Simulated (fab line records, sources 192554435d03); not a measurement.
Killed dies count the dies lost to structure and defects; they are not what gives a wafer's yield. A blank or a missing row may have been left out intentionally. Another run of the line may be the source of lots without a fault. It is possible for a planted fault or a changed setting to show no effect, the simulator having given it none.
Code-filled problem report in 8D (eight disciplines) form + flow n5_finfet + the parts of the form that need people (team, actions taken, sign-off) are left out
Where a reading is given only as a bound, like >300, the bound stands for it, and a mean or a difference that rests on one is marked > or <: the true number lies beyond.

## 1. THE ISSUE
raw_defect_count at N5_MIM_TOP_LITHO_INSPECT_12 reads a mean of >300 on 2 wafers of 2 lots; wafers without a fault read 2.2 with a standard deviation of 1.5. So: +99 or more standard deviations from the usual mean.
The step: inspects for defects (macro).
Seen first at day 14 14:41 on defect_inspect-02, wafer L757.1. The record holds 30 wafers of 10 lots with a number at this step. Rule for "out" (also "out of limits"): further than 4 standard deviations from the usual mean. The other wafers with a number count as sound.

## 2. WHAT IT IS, AND WHAT IT ISN'T
| question                    | is                                   | is not                                                                                       |
|-----------------------------|--------------------------------------|----------------------------------------------------------------------------------------------|
| which readings at this step | raw_defect_count                     | -                                                                                            |
| which lots                  | L757, L758                           | L746, L747, L749, L750, L765, L767, L768, L769                                               |
| which wafers of those lots  | L757.1, L758.1                       | L757.2, L757.4, L758.3, L758.4                                                               |
| read on which gauges        | defect_inspect-01, defect_inspect-02 | -                                                                                            |
| when                        | from day 14 14:41                    | up to then (14 sound wafers); but 14 sound wafers of L758, L765, L767, L768, L769 came after |

## 3. SUSPECTS, AND WHAT RULES EACH OUT
Counting: if a tool at a process step up to the reading ran every lot that is out, it stays a suspect. Sound lots after the first of them don't rule it out here, since some wafers of a struck lot are sound.
- the gauge at N5_MIM_TOP_LITHO_INSPECT_12: ruled out. 2 gauges (defect_inspect-01, defect_inspect-02) read the wafers that are out.
- ald_hk-02 at N5_MIM_TOP_ALD_01 (deposits HfO2, target thk 5.6 nm, pulse time 1 s, purge time 3 s): kept. It ran every lot that is out, first L757 (day 14 11:00); its last sound lot up to then is L750 (day 12 06:00).
- Within ald_hk-02 at N5_MIM_TOP_ALD_01: the wafers that are out ran in chamber 3; their sound lot-mates ran in chambers 0, 1, 2.
Remaining after the count: ald_hk-02 at N5_MIM_TOP_ALD_01.

## 4. THE CAUSE (what the simulator had put in)
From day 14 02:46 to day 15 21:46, ald_hk-02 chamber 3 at N5_MIM_TOP_ALD_01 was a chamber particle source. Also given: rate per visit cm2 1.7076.
Counting left only this tool.

## 5. THE EFFECT CHAIN, in route order
Each row: a reading whose mean over the struck wafers that have a number lies more than 3 standard deviations from the usual. Scope: only readings with a usual standard deviation given in the record; hours: median across lots of the time from each lot's start at the first step in this table that gives one to its start at this step; sigmas: change in usual standard deviations.
| hours | step                        | reading              | usual  | on struck wafers | change | sigmas      |
|-------|-----------------------------|----------------------|--------|------------------|--------|-------------|
| 0     | N5_MIM_TOP_LITHO_INSPECT_12 | raw_defect_count     | 2.2    | >300             | >+298  | +99 or more |
| 10    | N5_PASSIVATION_PROBE_49     | defect_limited_yield | 91.1 % | 79.9             | -11.2  | -8.0        |
| 10    | N5_PASSIVATION_PROBE_49     | killed_at_other      | 3.4    | 139.0            | +135.6 | +52         |
| 10    | N5_PASSIVATION_PROBE_49     | killed_dies          | 105    | 238              | +132   | +8.3        |
| 10    | N5_PASSIVATION_PROBE_49     | killed_on_rim        | 14     | 28               | +14    | +3.7        |
| 10    | N5_PASSIVATION_PROBE_49     | sort_bin_5_function  | 5.2 %  | 12.1             | +6.9   | +7.1        |
| 10    | N5_PASSIVATION_PROBE_49     | sort_n_pass          | 1075   | 942              | -132   | -8.3        |
| 10    | N5_PASSIVATION_PROBE_49     | sort_yield_pct       | 91.1 % | 79.9             | -11.2  | -8.0        |
The process steps in it:
- N5_PASSIVATION_PROBE_49

## 6. HOW IT WOULD HAVE BEEN CAUGHT EARLIER
In this record the first reading out of limits at a measuring or inspecting step was taken at day 14 14:41, 12 hours after the fault began at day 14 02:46.
Tool readings at N5_MIM_TOP_ALD_01 with a usual standard deviation given in the record: none out on any struck wafer, hence no alarm at a limit of 4 standard deviations on them.
Of the lots that are out (2), L758 began N5_MIM_TOP_ALD_01 on ald_hk-02 after day 14 14:41. A hold on the tool at that time would have spared it.
